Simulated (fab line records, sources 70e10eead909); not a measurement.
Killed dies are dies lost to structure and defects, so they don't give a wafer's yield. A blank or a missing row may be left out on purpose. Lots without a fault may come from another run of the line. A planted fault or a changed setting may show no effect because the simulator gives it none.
Which tool did it? | flow nand_harc | 24 lots, 72 wafers sampled, at 6 steps of a route of 1159

WHAT THE GAUGES READ, wafer by wafer
NHARC_P_M0_THK_MEAS_24: measures by xrf.
lot  | measured     | on            | thk_nm (nm)
L074 | day 6 01:37  | film_metro-01 | 117.4 118.2 114.9
L075 | day 6 10:47  | film_metro-02 | 117.8 115.3 117.5
L076 | day 6 11:17  | film_metro-01 | 115.7 118.5 115.1
L077 | day 6 20:25  | film_metro-01 | 117.3 118.5 118.1
L078 | day 6 22:11  | film_metro-02 | 118.4 118.9 120.4
L081 | day 7 13:17  | film_metro-02 | 116.1 118.3 113.2
L080 | day 7 14:13  | film_metro-01 | 119.1 117.5 116.4
L079 | day 7 14:49  | film_metro-02 | 118.8 117.6 118.2
L082 | day 7 21:06  | film_metro-01 | 118.1 117.8 114.9
L083 | day 8 00:50  | film_metro-01 | 117.7 118.2 116.6
L084 | day 8 06:01  | film_metro-02 | 117.3 117.7 117.4
L087 | day 9 02:51  | film_metro-02 | 119.6 116.2 117.3
L086 | day 9 03:51  | film_metro-02 | 117.6 117.0 116.3
L085 | day 9 23:32  | film_metro-02 | 115.7 117.5 118.0
L088 | day 10 01:19 | film_metro-02 | 118.9 118.5 116.1
L090 | day 10 07:41 | film_metro-02 | 117.1 115.9 117.6
L089 | day 10 08:14 | film_metro-01 | 117.3 118.1 118.9
L091 | day 10 09:12 | film_metro-02 | 118.0 121.1 118.9
L094 | day 10 17:11 | film_metro-02 | 116.5 118.2 118.1
L093 | day 10 19:20 | film_metro-01 | 116.3 117.9 117.7
L092 | day 10 19:23 | film_metro-01 | 116.0 117.9 118.9
L095 | day 11 08:22 | film_metro-01 | 119.1 118.2 116.3
L096 | day 11 09:00 | film_metro-01 | 117.7 119.6 120.0
L097 | day 11 17:29 | film_metro-02 | 116.1 115.9 117.3

NHARC_P_M1_INSPECT_11.
lot  | measured     | on                | raw_defect_count
L074 | day 6 03:18  | defect_inspect-02 | 1 1 3
L075 | day 6 12:30  | defect_inspect-02 | 5 4 3
L076 | day 6 12:50  | defect_inspect-02 | 3 5 3
L077 | day 6 22:08  | defect_inspect-02 | 4 6 11
L078 | day 6 23:43  | defect_inspect-01 | 2 0 2
L081 | day 7 15:01  | defect_inspect-02 | 0 2 1
L080 | day 7 16:02  | defect_inspect-01 | 6 3 4
L079 | day 7 16:44  | defect_inspect-01 | 2 3 5
L082 | day 7 23:13  | defect_inspect-02 | 8 3 1
L083 | day 8 02:43  | defect_inspect-02 | 10 13 10
L084 | day 8 07:33  | defect_inspect-01 | 2 2 1
L087 | day 9 04:29  | defect_inspect-01 | 4 4 6
L086 | day 9 05:22  | defect_inspect-01 | 9 3 6
L085 | day 10 01:12 | defect_inspect-01 | 3 2 7
L088 | day 10 02:52 | defect_inspect-01 | 2 3 4
L090 | day 10 09:22 | defect_inspect-01 | 1 7 3
L089 | day 10 10:07 | defect_inspect-01 | 2 6 2
L091 | day 10 10:56 | defect_inspect-02 | 5 7 8
L094 | day 10 18:52 | defect_inspect-02 | 4 4 11
L093 | day 10 20:53 | defect_inspect-01 | 6 3 5
L092 | day 10 21:06 | defect_inspect-01 | 1 2 1
L095 | day 11 09:58 | defect_inspect-01 | 2 3 4
L096 | day 11 10:47 | defect_inspect-01 | 6 3 3
L097 | day 11 19:10 | defect_inspect-01 | 4 4 4

NHARC_P_BONDPAD_CD_MEAS_09: target cd 500 nm.
lot  | measured     | on        | cd_nm (nm)
L074 | day 6 11:47  | cd_sem-01 | 501.6 502.5 501.1
L075 | day 6 21:01  | cd_sem-02 | 497.3 498.7 499.0
L076 | day 6 21:44  | cd_sem-02 | 501.4 500.2 498.0
L077 | day 7 06:55  | cd_sem-02 | 501.5 501.3 501.1
L078 | day 7 08:26  | cd_sem-02 | 499.9 501.3 502.5
L081 | day 7 23:48  | cd_sem-02 | 497.9 498.3 499.6
L080 | day 8 01:01  | cd_sem-02 | 500.0 498.4 497.5
L079 | day 8 02:25  | cd_sem-03 | 497.0 495.6 499.3
L082 | day 8 07:43  | cd_sem-02 | 498.0 497.9 496.2
L083 | day 8 11:08  | cd_sem-02 | 498.2 501.9 500.1
L084 | day 8 16:23  | cd_sem-01 | 503.6 500.8 501.4
L087 | day 9 12:48  | cd_sem-02 | 500.2 501.9 497.0
L086 | day 9 13:49  | cd_sem-02 | 495.6 498.0 493.5
L085 | day 10 10:06 | cd_sem-03 | 500.6 501.8 499.2
L088 | day 10 11:30 | cd_sem-03 | 497.8 497.8 499.7
L090 | day 10 17:51 | cd_sem-02 | 500.7 499.5 495.9
L089 | day 10 18:36 | cd_sem-02 | 500.9 502.8 500.1
L091 | day 10 19:43 | cd_sem-02 | 497.3 496.4 497.6
L094 | day 11 03:25 | cd_sem-02 | 499.4 499.6 497.6
L093 | day 11 05:13 | cd_sem-01 | 501.9 501.7 500.4
L092 | day 11 05:43 | cd_sem-01 | 501.7 501.1 502.7
L095 | day 11 18:32 | cd_sem-03 | 503.6 503.4 501.2
L096 | day 11 19:14 | cd_sem-02 | 498.6 498.8 500.0
L097 | day 12 03:57 | cd_sem-01 | 502.6 501.7 501.1

WHICH TOOL RAN EACH LOT (tool, then ch and the chambers of the sampled wafers, then the start)
lot  | NHARC_P_GATE_STRIP_111               | NHARC_P_M2_DESCUM_14               | NHARC_P_M2_DEP_33
L074 | plasma_asher-02 ch 0,1, day 5 06:03  | rie_diel-03 ch 1,2,3, day 6 07:35  | pecvd-04 ch 1,2, day 6 10:19
L075 | plasma_asher-02 ch 0,1, day 5 16:16  | rie_diel-03 ch 0,1,3, day 6 16:39  | pecvd-02 ch 0,2, day 6 19:23
L076 | plasma_asher-01 ch 0,1, day 5 16:31  | rie_diel-11 ch 2,3, day 6 17:02    | pecvd-03 ch 0,1,2, day 6 20:06
L077 | plasma_asher-02 ch 0,1, day 5 23:32  | rie_diel-03 ch 0,1,3, day 7 02:22  | pecvd-04 ch 1,2, day 7 05:09
L078 | plasma_asher-02 ch 0,1, day 6 08:05  | rie_diel-11 ch 0,2,3, day 7 03:49  | pecvd-02 ch 0,2, day 7 06:53
L081 | plasma_asher-02 ch 0,1, day 6 20:20  | rie_diel-03 ch 1,2,3, day 7 19:23  | pecvd-03 ch 0,1, day 7 22:10
L080 | plasma_asher-01 ch 0,1, day 6 21:01  | rie_diel-11 ch 0,3, day 7 20:37    | pecvd-02 ch 0,1,2, day 7 23:23
L079 | plasma_asher-01 ch 0,1, day 6 23:04  | rie_diel-03 ch 1,2,3, day 7 21:50  | pecvd-03 ch 1,2, day 8 00:47
L082 | plasma_asher-01 ch 0,1, day 7 06:03  | rie_diel-03 ch 0,1,2, day 8 03:18  | pecvd-04 ch 0,2, day 8 06:04
L083 | plasma_asher-02 ch 0,1, day 7 10:35  | rie_diel-03 ch 0,2,3, day 8 06:51  | pecvd-03 ch 0,1,2, day 8 09:41
L084 | plasma_asher-01 ch 0,1, day 7 11:00  | rie_diel-03 ch 2,3, day 8 11:49    | pecvd-04 ch 1,2, day 8 14:47
L087 | plasma_asher-02 ch 0,1, day 8 11:42  | rie_diel-09 ch 0,1,3, day 9 08:35  | pecvd-02 ch 1,2, day 9 11:21
L086 | plasma_asher-01 ch 0,1, day 8 12:11  | rie_diel-03 ch 1,2,3, day 9 09:36  | pecvd-03 ch 0,2, day 9 12:18
L085 | plasma_asher-01 ch 0,1, day 8 18:05  | rie_diel-09 ch 0,2,3, day 10 05:29 | pecvd-04 ch 0,1,2, day 10 08:29
L088 | plasma_asher-01 ch 0,1, day 8 22:29  | rie_diel-11 ch 0,1, day 10 07:06   | pecvd-04 ch 0,2, day 10 09:56
L090 | plasma_asher-01 ch 0,1, day 9 04:08  | rie_diel-03 ch 0,1,3, day 10 13:36 | pecvd-03 ch 0,1,2, day 10 16:20
L089 | plasma_asher-01 ch 0,1, day 9 04:41  | rie_diel-03 ch 0,1,3, day 10 14:19 | pecvd-04 ch 0,1,2, day 10 17:13
L091 | plasma_asher-01 ch 1, day 9 13:31    | rie_diel-03 ch 0,1,2, day 10 15:09 | pecvd-04 ch 1,2, day 10 18:02
L094 | plasma_asher-01 ch 0,1, day 9 19:50  | rie_diel-03 ch 0,2,3, day 10 23:04 | pecvd-03 ch 0,1, day 11 01:49
L093 | plasma_asher-02 ch 0,1, day 9 21:07  | rie_diel-11 ch 0,1, day 11 00:58   | pecvd-03 ch 0,1,2, day 11 03:47
L092 | plasma_asher-01 ch 0,1, day 10 02:25 | rie_diel-11 ch 0,2,3, day 11 01:21 | pecvd-04 ch 0,1, day 11 04:05
L095 | plasma_asher-02 ch 0,1, day 10 13:47 | rie_diel-03 ch 1,2,3, day 11 14:05 | pecvd-04 ch 1,2, day 11 16:52
L096 | plasma_asher-02 ch 0,1, day 10 14:10 | rie_diel-03 ch 1,2,3, day 11 14:53 | pecvd-04 ch 0,1,2, day 11 17:44
L097 | plasma_asher-02 ch 0,1, day 11 03:01 | rie_diel-03 ch 1,2,3, day 11 23:25 | pecvd-04 ch 0,1,2, day 12 02:14
- NHARC_P_GATE_STRIP_111: strips in N2/H2, time 250 s.
- NHARC_P_M2_DESCUM_14: chemistry O2, time 3 s.
- NHARC_P_M2_DEP_33: deposits SiCN, target thk 30 nm.

WHAT THE TOOLS THEMSELVES READ (means of the sampled wafers that have a number; where no wafer has one, the mark that the record gives instead)
NHARC_P_GATE_STRIP_111.
lot  | tool            | drypump_motor_current_A (A) | heater_power_w (W) | rf_refl_power_W (W) | temp_c (C)
L074 | plasma_asher-02 | 5.5                         | 83                 | 24                  | 109.98
L075 | plasma_asher-02 | 6.1                         | 86                 | 26                  | 110.17
L076 | plasma_asher-01 | 5.7                         | 99                 | 15                  | 110.07
L077 | plasma_asher-02 | 5.5                         | 82                 | 25                  | 109.95
L078 | plasma_asher-02 | 6.0                         | 86                 | 27                  | 110.05
L081 | plasma_asher-02 | 6.0                         | 85                 | 29                  | 110.12
L080 | plasma_asher-01 | 5.7                         | 98                 | 15                  | 110.06
L079 | plasma_asher-01 | 5.7                         | 99                 | 16                  | 109.91
L082 | plasma_asher-01 | 5.7                         | 98                 | 16                  | 110.00
L083 | plasma_asher-02 | 6.1                         | 86                 | 27                  | 110.14
L084 | plasma_asher-01 | 5.9                         | 93                 | 17                  | 110.03
L087 | plasma_asher-02 | 5.5                         | 83                 | 24                  | 110.07
L086 | plasma_asher-01 | 5.9                         | 92                 | 18                  | 110.03
L085 | plasma_asher-01 | 5.8                         | 94                 | 17                  | 109.88
L088 | plasma_asher-01 | 5.7                         | 98                 | 16                  | 110.02
L090 | plasma_asher-01 | 5.9                         | 92                 | 16                  | 109.91
L089 | plasma_asher-01 | 5.7                         | 99                 | 15                  | 109.97
L091 | plasma_asher-01 | 6.1                         | 85                 | 19                  | 110.10
L094 | plasma_asher-01 | 5.7                         | 98                 | 15                  | 109.87
L093 | plasma_asher-02 | 6.0                         | 84                 | 29                  | 110.04
L092 | plasma_asher-01 | 5.8                         | 97                 | 15                  | 110.14
L095 | plasma_asher-02 | 5.6                         | 81                 | 25                  | 110.02
L096 | plasma_asher-02 | 5.5                         | 82                 | 24                  | 109.91
L097 | plasma_asher-02 | 5.5                         | 82                 | 24                  | 110.08

NHARC_P_M2_DESCUM_14.
lot  | tool        | drypump_motor_current_A (A) | o2_flow_sccm (sccm) | oes_product_au (a.u.) | rf_vpp_V (V) | showerhead_plenum_p_Torr (Torr) | throttle_valve_pct (%)
L074 | rie_diel-03 | 6.0                         | 200.2               | 1.002                 | 57.9         | 1.90                            | 11.312
L075 | rie_diel-03 | 5.8                         | 200.3               | 0.994                 | 57.6         | 1.94                            | 11.314
L076 | rie_diel-11 | 5.6                         | 199.4               | 0.994                 | 57.0         | 1.80                            | 11.316
L077 | rie_diel-03 | 5.8                         | 200.4               | 0.999                 | 57.9         | 1.94                            | 11.305
L078 | rie_diel-11 | 5.4                         | 200.0               | 0.995                 | 57.7         | 1.86                            | 11.309
L081 | rie_diel-03 | 6.1                         | 200.0               | 1.001                 | 58.1         | 1.90                            | 11.311
L080 | rie_diel-11 | 5.2                         | 200.0               | 1.007                 | 57.5         | 1.85                            | 11.307
L079 | rie_diel-03 | 6.0                         | 199.8               | 0.997                 | 58.1         | 1.90                            | 11.305
L082 | rie_diel-03 | 5.8                         | 200.0               | 0.991                 | 58.3         | 1.86                            | 11.321
L083 | rie_diel-03 | 6.0                         | 199.9               | 0.994                 | 57.8         | 1.91                            | 11.316
L084 | rie_diel-03 | 6.2                         | 199.9               | 0.998                 | 58.2         | 1.87                            | 11.312
L087 | rie_diel-09 | 5.3                         | 200.4               | 0.995                 | 57.5         | 1.85                            | 11.314
L086 | rie_diel-03 | 6.0                         | 199.9               | 1.000                 | 58.7         | 1.90                            | 11.309
L085 | rie_diel-09 | 5.7                         | 199.6               | 1.004                 | 57.5         | 1.90                            | 11.306
L088 | rie_diel-11 | 5.5                         | 200.4               | 0.995                 | 57.4         | 1.85                            | 11.318
L090 | rie_diel-03 | 5.8                         | 199.9               | 0.987                 | 58.0         | 1.94                            | 11.308
L089 | rie_diel-03 | 5.8                         | 199.9               | 0.996                 | 58.2         | 1.94                            | 11.314
L091 | rie_diel-03 | 5.7                         | 200.0               | 0.995                 | 57.8         | 1.86                            | 11.311
L094 | rie_diel-03 | 6.0                         | 200.0               | 0.993                 | 57.7         | 1.91                            | 11.312
L093 | rie_diel-11 | 5.5                         | 200.2               | 0.994                 | 57.7         | 1.85                            | 11.302
L092 | rie_diel-11 | 5.4                         | 200.0               | 1.004                 | 57.0         | 1.85                            | 11.321
L095 | rie_diel-03 | 6.0                         | 200.0               | 1.004                 | 58.2         | 1.90                            | 11.312
L096 | rie_diel-03 | 6.0                         | 200.5               | 0.992                 | 57.5         | 1.90                            | 11.316
L097 | rie_diel-03 | 6.0                         | 200.4               | 1.002                 | 57.5         | 1.90                            | 11.319

NHARC_P_M2_DEP_33.
lot  | tool     | heater_power_w (W) | susceptor_temp_C (C)
L074 | pecvd-04 | 531                | 369.94
L075 | pecvd-02 | 510                | 369.68
L076 | pecvd-03 | 558                | 370.09
L077 | pecvd-04 | 539                | 370.29
L078 | pecvd-02 | 514                | 369.88
L081 | pecvd-03 | 537                | 369.98
L080 | pecvd-02 | 574                | 370.11
L079 | pecvd-03 | 567                | 369.84
L082 | pecvd-04 | 531                | 370.03
L083 | pecvd-03 | 541                | 370.03
L084 | pecvd-04 | 582                | 369.92
L087 | pecvd-02 | 586                | 369.94
L086 | pecvd-03 | 596                | 369.97
L085 | pecvd-04 | 559                | 370.07
L088 | pecvd-04 | 558                | 369.94
L090 | pecvd-03 | 551                | 369.72
L089 | pecvd-04 | 536                | 369.90
L091 | pecvd-04 | 510                | 369.83
L094 | pecvd-03 | 593                | 370.08
L093 | pecvd-03 | 548                | 369.87
L092 | pecvd-04 | 460                | 369.94
L095 | pecvd-04 | 518                | 369.83
L096 | pecvd-04 | 516                | 370.09
L097 | pecvd-04 | 503                | 369.99

THE ANSWER, worked out from the rows above alone
Rule: what is usual is taken from the lots themselves. Put in order of their means at a reading, lots are off if they are a third of the lots or fewer, leave a main group of 4 or more, and stand apart from it by a gap of 3 or more times the standard deviation of the main group's means; of several such gaps the widest counts. A main group whose means are all the same, to the digits that the tables above print for the reading, isn't used. A lot without any number at a reading at which 4 lots or more have one is off too. The other lots that the step has rows for count as sound. The gauges are gone through in route order, then the tools' own readings, and for those a lot's mean is taken as printed above. The first step at which some lot is off is used, and at that step the reading that is off furthest; a lot without a number counts as furthest.
No lot is off at any reading shown: from this, nothing can be told.

WHAT THE SIMULATOR HAD PUT IN
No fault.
